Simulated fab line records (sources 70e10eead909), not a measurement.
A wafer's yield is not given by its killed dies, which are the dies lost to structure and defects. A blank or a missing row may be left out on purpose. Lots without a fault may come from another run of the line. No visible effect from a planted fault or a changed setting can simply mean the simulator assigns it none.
Which of the tools did it?	flow nand harc	18 wafers from 6 lots sampled at 2 of the route's 1302 steps

== WHAT EACH GAUGE READ, for each wafer ==
NHARC_A_BONDPAD_THK_MEAS_20: measures by xrf.
lot	measured	on	thk nm (nm)
L496	day 24 21:23	film metro-01	172.5 172.3 166.3
L500	day 27 19:05	film metro-02	169.8 169.2 168.7
L502	day 29 01:19	film metro-01	170.0 169.7 172.9
L504	day 29 08:50	film metro-01	172.2 171.9 171.0
L507	day 30 00:38	film metro-01	170.9 171.2 169.5
L515	day 32 20:26	film metro-02	171.5 170.6 170.6

== EACH LOT AND THE TOOL THAT RAN IT (in order: tool; ch and the chambers of the sampled wafers; start) ==
lot	NHARC_A_CHANNEL_FILL_D1_ETCHBACK_08
L496	rie diel-03 ch 0,1,3, day 11 16:23
L500	rie diel-08 ch 0,2, day 14 20:28
L502	rie diel-03 ch 0,1,2, day 15 04:19
L504	rie diel-09 ch 0,1, day 15 16:43
L507	rie diel-09 ch 0,1,2, day 16 18:28
L515	rie diel-09 ch 0,2,3, day 19 21:32
- NHARC_A_CHANNEL_FILL_D1_ETCHBACK_08: etches the open film in C4F8, target depth 220 nm, time 110 s.

== THE ANSWER, worked out from the rows above alone ==
Rule: the usual values come from the lots themselves. Put in order of their means at a reading, lots are off if they are a third of the lots or fewer, leave a main group of 4 or more, and stand apart from it by a gap of 3 or more times the standard deviation of the main group's means; of several such gaps the widest counts. A main group whose means are all the same, to the digits that the tables above print for the reading, isn't used. Also off: a lot with no number at a reading for which 4 or more lots have one. Any other lot the step has rows for is counted as sound.
No lot is off on any of the readings shown, so nothing can be concluded from this.

== WHAT THE SIMULATOR HAD PUT IN ==
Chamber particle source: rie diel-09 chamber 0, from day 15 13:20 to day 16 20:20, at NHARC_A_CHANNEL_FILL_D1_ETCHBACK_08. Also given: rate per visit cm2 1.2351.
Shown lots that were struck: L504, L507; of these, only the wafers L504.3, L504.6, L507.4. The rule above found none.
